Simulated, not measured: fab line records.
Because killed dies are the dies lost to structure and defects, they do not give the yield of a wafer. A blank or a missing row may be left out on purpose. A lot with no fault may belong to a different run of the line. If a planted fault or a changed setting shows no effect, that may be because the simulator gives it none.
fab line records -- flow n5-finfet
record lots=7, wafers=21
route steps=1938 shown BEOL_M8@1370 BEOL_M9@1431 BEOL_M10@1509 BEOL_M11@1554 BEOL_M12@1604 BEOL_M13@1659
start-h: start of the lot's first displayed wafer, in hours after the record's first day -- wait-h: hours elapsed since this lot's preceding step -- " as in the row above -- L1.1+2: several wafers, shown together as one row -- - value missing, or start not given -- * or withheld: withheld -- < > ~ a bound
route shown NAME@n: names a module that has steps shown in the file, with the first one's number in the route -- usual: average and standard deviation across the fault-free wafers -- same: alike in all rows -- chamber/n: place in a boat -- sites: each site's reading -- _std_site: the values' standard deviation -- _edge_site: inner sites' mean taken away from outer sites' mean -- radius-mm: how far each site lies from the wafer's centre -- mask NAME#n: copy n -- behind: the last tool/chamber to shape the wafer -- hold: why the lot went on hold/how many hours it stayed there/how the hold came to an end -- device: names the non-switching transistor (n, p or np) -- end of line: the route-end tests of the same wafers -- step lacking rows: just its recipe -- killed: count of dies lost to structure and defects at first sort (not the wafer's yield) -- map: a wafer's dies, marking killed ones x, the rest . and places with no die _
set.NAME: the setting the step ran with; set.NAME@STEP: the setting that earlier step ran with -- model.NAME: the simulator's own value behind a step, which no gauge read
one table per step and one row per wafer, for lots whose settings were changed on purpose
## steps
# step N5_BEOL_M8_ETCH_65
# recipe chemistry=CF4, target=SiARC, target-depth-a=156, mask-material=CAR-EUV, time-s=26, ion-energy-ev=80, pressure-mtorr=40, source-w=545, bias-w=36, Ar_flow_sccm=100, cf4-flow-sccm=100, ends=cleared
# usual rf-vpp-V=184.6/1.1
lot.wafer,tool,chamber,start-h,wait-h,set.source-w,rf-vpp-V
L077.2,rie-diel-05,0,231.82,0.0,635.9,174.7
L077.4,rie-diel-05,2,231.82,0.0,545,184.1
L077.6,rie-diel-05,0,231.82,0.0,545,184.5
L079.4,rie-diel-05,2,254.93,0.0,590.4,180.3
L079.5,rie-diel-05,1,254.93,0.0,545,183.1
L079.6,rie-diel-05,3,254.93,0.0,545,184.6
L074.3,rie-diel-01,0,255.48,0.0,545,183.9
L074.4,rie-diel-01,2,255.48,0.0,545,184.5
L074.6,rie-diel-01,0,255.48,0.0,545,184.1
L082.1,rie-diel-05,0,260.15,0.0,545,182.7
L082.5,rie-diel-05,2,260.15,0.0,545,185.3
L082.6,rie-diel-05,3,260.15,0.0,491.6,190.9
L085.3,rie-diel-01,1,274.07,0.0,514.5,189.6
L085.4,rie-diel-01,2,274.07,0.0,514.5,188.1
L085.6,rie-diel-01,3,274.07,0.0,545,184.9
L087.4,rie-diel-03,0,313.23,0.0,545,184.4
L087.5,rie-diel-03,1,313.23,0.0,545,183.7
L087.6,rie-diel-03,0,313.23,0.0,467.7,193.8
L092.1,rie-diel-01,2,324.50,0.0,545,185.8
L092.4,rie-diel-01,3,324.50,0.0,600,179.5
L092.5,rie-diel-01,2,324.50,0.0,600,177.7
# step N5_BEOL_M8_ETCH_66
# recipe chemistry=N2/H2, target=SOC, target-depth-a=800, overetch-a=160, mask-material=SiARC, temp-c=40, time-s=120, ion-energy-ev=200, pressure-mtorr=30, source-w=840, bias-w=150, n2-flow-sccm=200, h2-flow-sccm=200
# usual rf-vpp-V=525.1/2.2
lot.wafer,tool,chamber,start-h,wait-h,set.source-w,rf-vpp-V
L077.2,rie-diel-05,0,231.85,0.0,771.6,537.4
L077.4,rie-diel-05,2,231.85,0.0,840,528.4
L077.6,rie-diel-05,0,231.85,0.0,840,521.5
L079.4,rie-diel-05,2,254.98,0.0,946.7,507.2
L079.5,rie-diel-05,1,254.98,0.0,946.7,501.0
L079.6,rie-diel-05,3,254.98,0.0,840,527.1
L074.3,rie-diel-01,0,255.51,0.0,840,523.8
L074.4,rie-diel-01,2,255.51,0.0,840,526.2
L074.6,rie-diel-01,0,255.51,0.0,840,524.9
L082.1,rie-diel-05,0,260.18,0.0,786.5,533.2
L082.5,rie-diel-05,2,260.18,0.0,840,527.7
L082.6,rie-diel-05,3,260.18,0.0,786.5,538.6
L085.3,rie-diel-01,1,274.09,0.0,840,524.6
L085.4,rie-diel-01,2,274.09,0.0,840,526.2
L085.6,rie-diel-01,3,274.09,0.0,840,525.0
L087.4,rie-diel-03,0,313.26,0.0,840,526.0
L087.5,rie-diel-03,1,313.26,0.0,840,523.2
L087.6,rie-diel-03,0,313.26,0.0,840,526.8
L092.1,rie-diel-01,2,324.53,0.0,736.7,548.6
L092.4,rie-diel-01,3,324.53,0.0,736.7,550.5
L092.5,rie-diel-01,2,324.53,0.0,840,527.1
# step N5_BEOL_M9_EXPOSE_25
# recipe mask-id=V8, na=0.33, source-shape=annular, sigma-inner=0.4, sigma-outer=0.8, polarization=unpolarized, dose-mj=37.25
lot.wafer,tool,chamber,start-h,wait-h,mask,set.dose-mj
L077.2+4+6,euv-scanner-01,0,243.59,-,V8#0,35.36
L079.4+5+6,euv-scanner-01,0,261.61,-,V8#0,37.25
L074.3+4+6,euv-scanner-01,0,262.55,-,V8#0,37.25
L082.1+5,euv-scanner-02,0,265.64,-,V8#0,35.58
L082.6,euv-scanner-02,0,265.64,-,V8#0,37.25
L085.3+4+6,euv-scanner-01,0,280.36,-,V8#0,37.25
L087.4+5,euv-scanner-02,0,319.86,-,V8#0,37.25
L087.6,euv-scanner-02,0,319.86,-,V8#0,38.24
L092.1+4+5,euv-scanner-02,0,335.17,-,V8#0,34.88
# step N5_BEOL_M9_PEB_26
# recipe peb-temp-c=100, peb-time-s=60, resist=CAR-EUV
# step N5_BEOL_M9_DEVELOP_27
# recipe develop-time-s=30, developer=TMAH, resist=CAR-EUV, rinse-liquid=surfactant-rinse, dry=air-spin, dev-temp-c=23
# step N5_BEOL_M9_CD_MEAS_28
# recipe target-cd-nm=70, landing-energy-ev=500, detector=se-inlens, polarity=opening
# usual cd-nm=70.00/0.27
lot.wafer,tool,chamber,start-h,wait-h,set.dose-mj@BEOL_M9_EXPOSE_25,cd-nm
L077.2,cd-sem-02,0,243.72,-,35.36,69.14
L077.4,cd-sem-02,0,243.72,-,35.36,68.95
L077.6,cd-sem-02,0,243.72,-,35.36,69.04
L079.4,cd-sem-02,0,261.73,-,37.25,69.92
L079.5,cd-sem-02,0,261.73,-,37.25,69.78
L079.6,cd-sem-02,0,261.73,-,37.25,69.84
L074.3,cd-sem-02,0,262.66,-,37.25,70.29
L074.4,cd-sem-02,0,262.66,-,37.25,70.39
L074.6,cd-sem-02,0,262.66,-,37.25,70.64
L082.1,cd-sem-03,0,265.77,-,35.58,68.91
L082.5,cd-sem-03,0,265.77,-,35.58,69.12
L082.6,cd-sem-03,0,265.77,-,37.25,69.96
L085.3,cd-sem-03,0,280.48,-,37.25,69.69
L085.4,cd-sem-03,0,280.48,-,37.25,70.15
L085.6,cd-sem-03,0,280.48,-,37.25,69.95
L087.4,cd-sem-01,0,319.97,-,37.25,69.87
L087.5,cd-sem-01,0,319.97,-,37.25,69.84
L087.6,cd-sem-01,0,319.97,-,38.24,70.44
L092.1,cd-sem-02,0,335.29,-,34.88,68.00
L092.4,cd-sem-02,0,335.29,-,34.88,67.99
L092.5,cd-sem-02,0,335.29,-,34.88,67.69
# step N5_BEOL_M10_VIA_ETCH_34
# recipe chemistry=C4F6/O2, target=SiCOH_lowk, target-depth-a=1845, mask-material=SOC, taper-deg=4, time-s=69.2, ion-energy-ev=250, pressure-mtorr=30, source-w=345, bias-w=185, Ar_flow_sccm=300, C4F6_flow_sccm=10, O2_flow_sccm=10
lot.wafer,tool,chamber,start-h,wait-h,set.time-s,model.etch.depth-nm,model.SOC_of_BEOL_M10_COAT_63.thk-nm
L077.2,rie-diel-01,2,253.93,0.0,60.2,158.8,92.8
L077.4,rie-diel-01,1,253.93,0.0,69.2,185.9,92
L077.6,rie-diel-01,3,253.93,0.0,60.2,157.7,93.4
L079.4,rie-diel-01,2,270.77,0.0,69.2,183.3,92.2
L079.5,rie-diel-01,0,270.77,0.0,69.2,182.4,92.8
L079.6,rie-diel-01,1,270.77,0.0,69.2,187.9,92.2
L074.3,rie-diel-05,2,273.80,0.0,69.2,193.5,91.8
L074.4,rie-diel-05,3,273.80,0.0,69.2,180.6,92
L074.6,rie-diel-05,0,273.80,0.0,69.2,181.2,91.8
L082.1,rie-diel-05,0,274.26,0.0,69.2,181.6,92
L082.5,rie-diel-05,0,274.26,0.0,69.2,181.6,92.2
L082.6,rie-diel-05,2,274.26,0.0,78.66,218.7,90.6
L085.3,rie-diel-05,1,289.06,0.0,69.2,186.9,92
L085.4,rie-diel-05,2,289.06,0.0,60.39,167.2,92.8
L085.6,rie-diel-05,1,289.06,0.0,60.39,162.5,93.4
L087.4,rie-diel-01,1,327.10,0.0,62.3,167.6,92.6
L087.5,rie-diel-01,2,327.10,0.0,69.2,183.2,91.6
L087.6,rie-diel-01,3,327.10,0.0,69.2,183.7,92.2
L092.1,rie-diel-05,2,345.90,0.0,84.42,230.8,90.4
L092.4,rie-diel-05,3,345.90,0.0,84.42,216.7,90.6
L092.5,rie-diel-05,2,345.90,0.0,69.2,189,92.2
# step N5_BEOL_M10_TRENCH_ETCH_37
# recipe chemistry=C4F6/O2, target-depth-a=1488.3, target=SiCOH_lowk, time-s=48, ion-energy-ev=250, pressure-mtorr=30, source-w=345, bias-w=185, Ar_flow_sccm=300, C4F6_flow_sccm=10, O2_flow_sccm=10
# usual rf-vpp-V=666/15
lot.wafer,tool,chamber,start-h,wait-h,set.source-w,rf-vpp-V
L077.2,rie-diel-01,2,-,-,345,673
L077.4,rie-diel-01,1,-,-,295.4,727
L077.6,rie-diel-01,3,-,-,345,681
L079.4,rie-diel-01,2,-,-,321.5,698
L079.5,rie-diel-01,0,-,-,345,676
L079.6,rie-diel-01,1,-,-,321.5,696
L074.3,rie-diel-05,2,-,-,345,679
L074.4,rie-diel-05,3,-,-,345,669
L074.6,rie-diel-05,0,-,-,345,646
L082.1,rie-diel-05,0,-,-,364,628
L082.5,rie-diel-05,0,-,-,345,645
L082.6,rie-diel-05,2,-,-,345,678
L085.3,rie-diel-05,1,-,-,345,636
L085.4,rie-diel-05,2,-,-,297.8,730
L085.6,rie-diel-05,1,-,-,345,639
L087.4,rie-diel-01,1,-,-,345,670
L087.5,rie-diel-01,2,-,-,345,672
L087.6,rie-diel-01,3,-,-,345,683
L092.1,rie-diel-05,2,-,-,345,678
L092.4,rie-diel-05,3,-,-,345,668
L092.5,rie-diel-05,2,-,-,401.9,628
# step N5_BEOL_M11_ETCH_62
# recipe chemistry=N2/H2, target=SOC, target-depth-a=1100, overetch-a=220, mask-material=SiARC, temp-c=40, time-s=165, ion-energy-ev=200, pressure-mtorr=30, source-w=840, bias-w=150, n2-flow-sccm=200, h2-flow-sccm=200
lot.wafer,tool,chamber,start-h,wait-h,set.time-s,model.SiARC_of_BEOL_M11_COAT_60.thk-nm
L077.2,rie-diel-04,3,258.44,0.0,178.8,22.6
L077.4+6,rie-diel-04,"3,0",258.44,0.0,165,23.2
L079.4,rie-diel-06,3,275.04,0.0,165,23.6
L079.5+6,rie-diel-06,"1,0",275.04,0.0,165,23.4
L074.3+4+6,rie-diel-02,"1,2,1",278.40,0.0,165,23.8
L082.1+6,rie-diel-04,"2,3",281.46,0.0,165,23.2
L082.5,rie-diel-04,0,281.46,0.0,151.4,23.6
L085.3+6,rie-diel-04,1,300.07,0.0,147.9,24.2
L085.4,rie-diel-04,2,300.07,0.0,147.9,24
L087.4,rie-diel-02,2,336.55,0.0,182.3,23
L087.5,rie-diel-02,1,336.55,0.0,165,23.8
L087.6,rie-diel-02,2,336.55,0.0,165,23.6
L092.1,rie-diel-04,3,352.70,0.0,191.1,22
L092.4,rie-diel-04,1,352.70,0.0,191.1,22.4
L092.5,rie-diel-04,3,352.70,0.0,165,23
# step N5_BEOL_M11_STRIP_68
# recipe chemistry=N2/H2, temp-c=40, n2-flow-sccm=200, h2-flow-sccm=200, rf-frequency-hz=6e+07
# step N5_BEOL_M11_STRIP_67
# recipe chemistry=CF4, resist=SiARC, power-w=300, bias-power-w=75, pressure-mtorr=50, cf4-flow-sccm=150, rf-frequency-hz=6e+07
# step N5_BEOL_M11_HM_OPEN_17
# recipe chemistry=Cl2/BCl3, target-depth-a=200, overetch-a=60, target=TiN, mask-material=SOC, ion-energy-ev=150, pressure-mtorr=10, icp-w=1000, bias-w=126, Cl2_flow_sccm=53.25, bcl3-flow-sccm=21.75, Ar_flow_sccm=25
lot.wafer,tool,chamber,start-h,wait-h,set.time-s@BEOL_M11_ETCH_62,model.etch.depth-nm
L077.2,rie-metal-02,1,258.63,0.0,178.8,18.49
L077.4,rie-metal-02,1,258.63,0.0,165,20.23
L077.6,rie-metal-02,1,258.63,0.0,165,20.12
L079.4,rie-metal-01,0,275.26,0.1,165,19.6
L079.5,rie-metal-01,1,275.26,0.1,165,19.73
L079.6,rie-metal-01,0,275.26,0.1,165,19.76
L074.3,rie-metal-01,1,278.62,0.1,165,19.93
L074.4,rie-metal-01,0,278.62,0.1,165,19.99
L074.6,rie-metal-01,0,278.62,0.1,165,19.9
L082.1,rie-metal-03,1,281.65,0.0,165,20.08
L082.5,rie-metal-03,1,281.65,0.0,151.4,20.11
L082.6,rie-metal-03,0,281.65,0.0,165,20.12
L085.3,rie-metal-01,0,300.29,0.1,147.9,20.19
L085.4,rie-metal-01,1,300.29,0.1,147.9,20.04
L085.6,rie-metal-01,0,300.29,0.1,147.9,20.14
L087.4,rie-metal-02,0,336.77,0.1,182.3,18.57
L087.5,rie-metal-02,1,336.77,0.1,165,20.1
L087.6,rie-metal-02,0,336.77,0.1,165,20.16
L092.1,rie-metal-01,1,352.89,0.0,191.1,17.15
L092.4,rie-metal-01,1,352.89,0.0,191.1,17.28
L092.5,rie-metal-01,1,352.89,0.0,165,19.96
# step N5_BEOL_M11_EXPOSE_25
# recipe mask-id=V10, na=1.35, source-shape=annular, sigma-inner=0.5, sigma-outer=0.8, polarization=unpolarized, dose-mj=85.5
lot.wafer,tool,chamber,start-h,wait-h,mask,set.dose-mj
L077.2+4+6,arfi-scanner-03,0,259.48,-,V10#0,85.5
L079.4+5+6,arfi-scanner-02,0,275.87,-,V10#0,85.5
L074.3+4+6,arfi-scanner-03,0,280.56,-,V10#0,85.5
L082.1+5+6,arfi-scanner-01,0,282.25,-,V10#0,85.5
L085.3+6,arfi-scanner-02,0,300.98,-,V10#0,90.28
L085.4,arfi-scanner-02,0,300.98,-,V10#0,85.5
L087.4,arfi-scanner-02,0,337.40,-,V10#0,85.5
L087.5+6,arfi-scanner-02,0,337.40,-,V10#0,81.13
L092.1,arfi-scanner-03,0,355.79,-,V10#0,85.5
L092.4+5,arfi-scanner-03,0,355.79,-,V10#0,79.48
# step N5_BEOL_M11_PEB_26
# recipe peb-temp-c=withheld, peb-time-s=60, resist=CAR-ArF
# step N5_BEOL_M11_DEVELOP_27
# recipe develop-time-s=30, developer=TMAH, resist=CAR-ArF, rinse-liquid=diw, dry=air-spin, dev-temp-c=23
# step N5_BEOL_M11_CD_MEAS_28
# recipe target-cd-nm=70, landing-energy-ev=500, detector=se-inlens, polarity=opening
# usual cd-nm=70.1/0.87
lot.wafer,tool,chamber,start-h,wait-h,set.dose-mj@BEOL_M11_EXPOSE_25,cd-nm
L077.2,cd-sem-03,0,259.61,-,85.5,68.8
L077.4,cd-sem-03,0,259.61,-,85.5,70.2
L077.6,cd-sem-03,0,259.61,-,85.5,70.4
L079.4,cd-sem-01,0,275.99,-,85.5,71.0
L079.5,cd-sem-01,0,275.99,-,85.5,71.0
L079.6,cd-sem-01,0,275.99,-,85.5,70.9
L074.3,cd-sem-01,0,280.68,-,85.5,70.4
L074.4,cd-sem-01,0,280.68,-,85.5,69.9
L074.6,cd-sem-01,0,280.68,-,85.5,70.3
L082.1,cd-sem-02,0,282.38,-,85.5,71.5
L082.5,cd-sem-02,0,282.38,-,85.5,71.4
L082.6,cd-sem-02,0,282.38,-,85.5,70.8
L085.3,cd-sem-02,0,301.11,-,90.28,74.6
L085.4,cd-sem-02,0,301.11,-,85.5,69.3
L085.6,cd-sem-02,0,301.11,-,90.28,74.3
L087.4,cd-sem-03,0,337.51,-,85.5,72.1
L087.5,cd-sem-03,0,337.51,-,81.13,67.1
L087.6,cd-sem-03,0,337.51,-,81.13,66.2
L092.1,cd-sem-02,0,355.92,-,85.5,70.7
L092.4,cd-sem-02,0,355.92,-,79.48,64.6
L092.5,cd-sem-02,0,355.92,-,79.48,64.3
# step N5_BEOL_M12_COAT_58
# recipe resist=BARC, temp-c=205, time-s=60, spin-rpm=1500, resist-thk-nm=89
lot.wafer,tool,chamber,start-h,wait-h,set.spin-rpm,model.BARC_of_BEOL_M12_COAT_58.thk-nm
L077.2+6,litho-track-04,0,262.82,0.0,1431,91.4
L077.4,litho-track-04,0,262.82,0.0,1500,89.4
L079.4,litho-track-03,0,280.29,0.0,1455,90.6
L079.5,litho-track-03,0,280.29,0.0,1500,89.2
L079.6,litho-track-03,0,280.29,0.0,1455,90.4
L074.3+4,litho-track-05,0,285.98,0.0,1500,89
L074.6,litho-track-05,0,285.98,0.0,1500,88.8
L082.1+5,litho-track-05,0,287.31,0.0,1500,89.4
L082.6,litho-track-05,0,287.31,0.0,1500,89.2
L085.3+6,litho-track-03,0,305.29,0.0,1650,84.8
L085.4,litho-track-03,0,305.29,0.0,1500,89
L087.4,litho-track-03,0,341.32,0.0,1500,89.2
L087.5+6,litho-track-03,0,341.32,0.0,1500,89.6
L092.1,litho-track-05,0,360.00,0.0,1500,88.8
L092.4,litho-track-05,0,360.00,0.0,1500,88.6
L092.5,litho-track-05,0,360.00,0.0,1500,89
# step N5_BEOL_M12_ETCH_59
# recipe chemistry=N2/H2, target=BARC, target-depth-a=890, overetch-a=267, time-s=67.9, ion-energy-ev=200, pressure-mtorr=30, source-w=840, bias-w=150, n2-flow-sccm=200, h2-flow-sccm=200
lot.wafer,tool,chamber,start-h,wait-h,set.h2-flow-sccm,set.spin-rpm@BEOL_M12_COAT_58,model.etch.depth-nm
L077.2,rie-diel-03,3,263.21,0.0,200,1431,91.48
L077.4,rie-diel-03,0,263.21,0.0,200,1500,89.32
L077.6,rie-diel-03,3,263.21,0.0,200,1431,91.33
L079.4,rie-diel-05,2,280.73,0.0,200,1455,90.51
L079.5,rie-diel-05,3,280.73,0.0,200,1500,89.28
L079.6,rie-diel-05,2,280.73,0.0,200,1455,90.36
L074.3,rie-diel-05,1,286.74,0.0,200,1500,89.04
L074.4,rie-diel-05,3,286.74,0.0,200,1500,88.97
L074.6,rie-diel-05,2,286.74,0.0,200,1500,88.87
L082.1,rie-diel-05,1,287.70,0.0,207.8,1500,89.32
L082.5,rie-diel-05,2,287.70,0.0,200,1500,89.4
L082.6,rie-diel-05,3,287.70,0.0,200,1500,89.1
L085.3,rie-diel-05,2,305.83,0.0,200,1650,84.87
L085.4,rie-diel-05,1,305.83,0.0,194.3,1500,89.09
L085.6,rie-diel-05,3,305.83,0.0,194.3,1650,84.89
L087.4,rie-diel-05,2,341.71,0.0,195.1,1500,89.12
L087.5,rie-diel-05,2,341.71,0.0,200,1500,89.64
L087.6,rie-diel-05,3,341.71,0.0,195.1,1500,89.62
L092.1,rie-diel-05,1,360.52,0.0,200,1500,88.84
L092.4,rie-diel-05,0,360.52,0.0,200,1500,88.62
L092.5,rie-diel-05,2,360.52,0.0,200,1500,88.93
# step N5_BEOL_M12_VIA_ETCH_16
# recipe chemistry=C4F8/O2/Ar, target=SiOC, pressure-mtorr=30, source-w=3000, bias-w=700, Ar_flow_sccm=400, C4F8_flow_sccm=15, O2_flow_sccm=8, he-inner-torr=15, he-outer-torr=30, target-depth-a=7248, time-s=withheld, ion-energy-ev=250, ends=cleared
# step N5_BEOL_M12_STRIP_63
# recipe chemistry=N2/H2, power-w=1000, temp-c=250, h2-frac=0.65, overash-fraction=0.3, pressure-mtorr=1000, n2-flow-sccm=1750, h2-flow-sccm=3250
# step N5_BEOL_M12_STRIP_64
# recipe chemistry=N2/H2, power-w=1000, temp-c=250, h2-frac=0.65, overash-fraction=0.3, pressure-mtorr=withheld, n2-flow-sccm=1750, h2-flow-sccm=3250
# usual strip-time-to-endpoint-s=31.35/0.065
lot.wafer,tool,chamber,start-h,wait-h,set.spin-rpm@BEOL_M12_COAT_58,strip-time-to-endpoint-s
L077.2,plasma-asher-02,0,263.52,0.0,1431,32.03
L077.4,plasma-asher-02,1,263.52,0.0,1500,31.41
L077.6,plasma-asher-02,1,263.52,0.0,1431,31.96
L079.4,plasma-asher-01,1,281.15,0.0,1455,31.74
L079.5,plasma-asher-01,1,281.15,0.0,1500,31.39
L079.6,plasma-asher-01,0,281.15,0.0,1455,31.71
L074.3,plasma-asher-01,0,287.07,0.0,1500,31.33
L074.4,plasma-asher-01,1,287.07,0.0,1500,31.30
L074.6,plasma-asher-01,0,287.07,0.0,1500,31.27
L082.1,plasma-asher-02,1,288.01,0.0,1500,31.40
L082.5,plasma-asher-02,0,288.01,0.0,1500,31.42
L082.6,plasma-asher-02,1,288.01,0.0,1500,31.35
L085.3,plasma-asher-01,1,306.16,0.0,1650,30.12
L085.4,plasma-asher-01,0,306.16,0.0,1500,31.34
L085.6,plasma-asher-01,0,306.16,0.0,1650,30.13
L087.4,plasma-asher-02,0,342.04,0.0,1500,31.35
L087.5,plasma-asher-02,1,342.04,0.0,1500,31.48
L087.6,plasma-asher-02,0,342.04,0.0,1500,31.50
L092.1,plasma-asher-01,1,360.83,0.0,1500,31.27
L092.4,plasma-asher-01,1,360.83,0.0,1500,31.19
L092.5,plasma-asher-01,1,360.83,0.0,1500,31.29
# step N5_BEOL_M13_ILD_DEP_00
# recipe material=SiOC, target-thk-a=8379.2, temp-c=350, precursor=DEMS/O2, pressure-torr=5, rf-w=500, time-s=166.4
lot.wafer,tool,chamber,start-h,wait-h,set.time-s,model.SiOC_of_BEOL_M13_ILD_DEP_00.thk-nm
L077.2,pecvd-02,1,267.89,0.0,166.4,854.2
L077.4,pecvd-02,1,267.89,0.0,166.4,873.2
L077.6,pecvd-02,2,267.89,0.0,166.4,853.2
L079.4,pecvd-01,2,286.87,0.1,166.4,841
L079.5,pecvd-01,1,286.87,0.1,166.4,853.6
L079.6,pecvd-01,0,286.87,0.1,142.4,712.2
L074.3,pecvd-01,1,298.80,0.0,166.4,834.8
L074.4,pecvd-01,2,298.80,0.0,166.4,839.4
L074.6,pecvd-01,0,298.80,0.0,166.4,847
L082.1,pecvd-02,0,299.98,0.0,180.2,897.4
L082.5,pecvd-02,0,299.98,0.0,180.2,910.2
L082.6,pecvd-02,2,299.98,0.0,166.4,846.8
L085.3,pecvd-01,1,309.84,0.0,166.4,838.4
L085.4,pecvd-01,0,309.84,0.0,166.4,852.4
L085.6,pecvd-01,1,309.84,0.0,176.3,901
L087.4,pecvd-04,2,347.54,0.1,150,759.6
L087.5,pecvd-04,1,347.54,0.1,166.4,856.6
L087.6,pecvd-04,0,347.54,0.1,166.4,861.6
L092.1,pecvd-02,0,368.02,0.0,179,883.6
L092.4,pecvd-02,0,368.02,0.0,166.4,843.4
L092.5,pecvd-02,2,368.02,0.0,166.4,842
# step N5_BEOL_M13_THK_MEAS_01
# recipe reads=SiOC_of_BEOL_M13_ILD_DEP_00
# usual M13_ILD_THK=841/11
lot.wafer,tool,chamber,start-h,wait-h,set.time-s@BEOL_M13_ILD_DEP_00,M13_ILD_THK[nm]
L077.2,film-metro-01,-,268.04,0.1,166.4,854
L077.4,film-metro-01,-,268.04,0.1,166.4,874
L077.6,film-metro-01,-,268.04,0.1,166.4,853
L079.4,film-metro-02,-,286.96,0.0,166.4,841
L079.5,film-metro-02,-,286.96,0.0,166.4,853
L079.6,film-metro-02,-,286.96,0.0,142.4,713
L074.3,film-metro-01,-,298.95,0.1,166.4,834
L074.4,film-metro-01,-,298.95,0.1,166.4,839
L074.6,film-metro-01,-,298.95,0.1,166.4,847
L082.1,film-metro-02,-,300.19,0.2,180.2,898
L082.5,film-metro-02,-,300.19,0.2,180.2,911
L082.6,film-metro-02,-,300.19,0.2,166.4,848
L085.3,film-metro-01,-,309.99,0.1,166.4,839
L085.4,film-metro-01,-,309.99,0.1,166.4,853
L085.6,film-metro-01,-,309.99,0.1,176.3,901
L087.4,film-metro-02,-,347.64,0.0,150,759
L087.5,film-metro-02,-,347.64,0.0,166.4,857
L087.6,film-metro-02,-,347.64,0.0,166.4,861
L092.1,film-metro-02,-,368.19,0.1,179,884
L092.4,film-metro-02,-,368.19,0.1,166.4,843
L092.5,film-metro-02,-,368.19,0.1,166.4,842
## key
split step=N5_BEOL_M8_ETCH_65, setting=source-w, stated=545, by=wafer
response step=N5_BEOL_M8_ETCH_65, reading=rf-vpp-V, change=-0.633, per=1%, r=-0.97
split step=N5_BEOL_M8_ETCH_66, setting=source-w, stated=840, by=wafer
response step=N5_BEOL_M8_ETCH_66, reading=rf-vpp-V, change=-1.72, per=1%, r=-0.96
split step=N5_BEOL_M9_EXPOSE_25, setting=dose-mj, stated=37.25, by=wafer
response step=N5_BEOL_M9_CD_MEAS_28, reading=cd-nm, change=+0.214, per=1%, r=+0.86
split step=N5_BEOL_M10_VIA_ETCH_34, setting=time-s, stated=69.2, by=wafer
response step=N5_BEOL_M10_VIA_ETCH_34, reading=model.etch.depth-nm, change=+1.88, per=1%, r=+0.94
response step=N5_BEOL_M10_VIA_ETCH_34, reading=model.SOC_of_BEOL_M10_COAT_63.thk-nm, change=-0.0846, per=1%, r=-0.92
split step=N5_BEOL_M10_TRENCH_ETCH_37, setting=source-w, stated=345, by=wafer
response step=N5_BEOL_M10_TRENCH_ETCH_37, reading=rf-vpp-V, change=-4.11, per=1%, r=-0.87
split step=N5_BEOL_M11_ETCH_62, setting=time-s, stated=165, by=wafer
response step=N5_BEOL_M11_ETCH_62, reading=model.SiARC_of_BEOL_M11_COAT_60.thk-nm, change=-0.0568, per=1%, r=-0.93
response step=N5_BEOL_M11_HM_OPEN_17, reading=model.etch.depth-nm, change=-0.149, per=1%, r=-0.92
split step=N5_BEOL_M11_EXPOSE_25, setting=dose-mj, stated=85.5, by=wafer
response step=N5_BEOL_M11_CD_MEAS_28, reading=cd-nm, change=+0.94, per=1%, r=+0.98
split step=N5_BEOL_M12_COAT_58, setting=spin-rpm, stated=1500, by=wafer
response step=N5_BEOL_M12_COAT_58, reading=model.BARC_of_BEOL_M12_COAT_58.thk-nm, change=-0.423, per=1%, r=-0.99
response step=N5_BEOL_M12_ETCH_59, reading=model.etch.depth-nm, change=-0.423, per=1%, r=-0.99
response step=N5_BEOL_M12_STRIP_64, reading=strip-time-to-endpoint-s, change=*, per=1%, r=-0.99
split step=N5_BEOL_M12_ETCH_59, setting=h2-flow-sccm, stated=200, by=wafer
response none clear
split step=N5_BEOL_M13_ILD_DEP_00, setting=time-s, stated=166.4, by=wafer
response step=N5_BEOL_M13_ILD_DEP_00, reading=model.SiOC_of_BEOL_M13_ILD_DEP_00.thk-nm, change=+8.66, per=1%, r=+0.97
response step=N5_BEOL_M13_THK_MEAS_01, reading=M13_ILD_THK, change=+8.64, per=1%, r=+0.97
